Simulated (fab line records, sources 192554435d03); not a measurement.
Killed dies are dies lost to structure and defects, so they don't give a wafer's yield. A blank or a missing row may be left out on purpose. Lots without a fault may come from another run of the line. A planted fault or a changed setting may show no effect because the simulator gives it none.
Chamber matching | flow n5_finfet | N5_BEOL_M0_TRENCH_ETCH_107 on rie_diel-04: 4 sister chambers
The step etches SiOC in C4F6/O2, target depth 32.8 nm, time 16.4 s. 7 wafers are shown with their chamber, then 7 later ones without.

WAFERS WITH THEIR CHAMBER
wafer  | chamber | rf_vpp_V (V) | drypump_motor_current_A (A)
L075.2 | 1       | 643          | 6.4
L082.2 | 3       | 661          | 5.8
L086.5 | 2       | 653          | 5.7
L089.1 | 3       | 661          | 5.8
L089.3 | 2       | 654          | 5.8
L091.3 | 0       | 680          | 5.7
L091.5 | 0       | 679          | 5.7

WAFERS WITHOUT THEIR CHAMBER
wafer  | rf_vpp_V (V) | drypump_motor_current_A (A)
L091.6 | 661          | 5.8
L094.1 | 660          | 5.8
L094.5 | 679          | 5.7
L094.6 | 653          | 5.7
L095.2 | 653          | 5.8
L095.3 | 642          | 6.4
L095.5 | 643          | 6.4

WHICH CHAMBER EACH WENT THROUGH
wafer  | from the rows above | in truth
L091.6 | 3                   | 3
L094.1 | 3                   | 3
L094.5 | 0                   | 0
L094.6 | 2                   | 2
L095.2 | 2                   | 2
L095.3 | 1                   | 1
L095.5 | 1                   | 1
Placed correctly: 7 of 7. Can't be placed from these rows: 0. Placed wrongly: 0.
How it was worked out, from the rows above alone: a wafer's distance from a chamber is the root of the sum, over the readings, of the square of ((its reading less the chamber's mean) divided by the reading's scatter). The wafer belongs to the nearest chamber; if the next one is less than 2 further off, it can't be placed. A chamber's mean is the mean of its shown wafers. The scatter: the root of (the sum of the squares of (reading less its chamber's mean) over the shown wafers, divided by (wafers less chambers)).
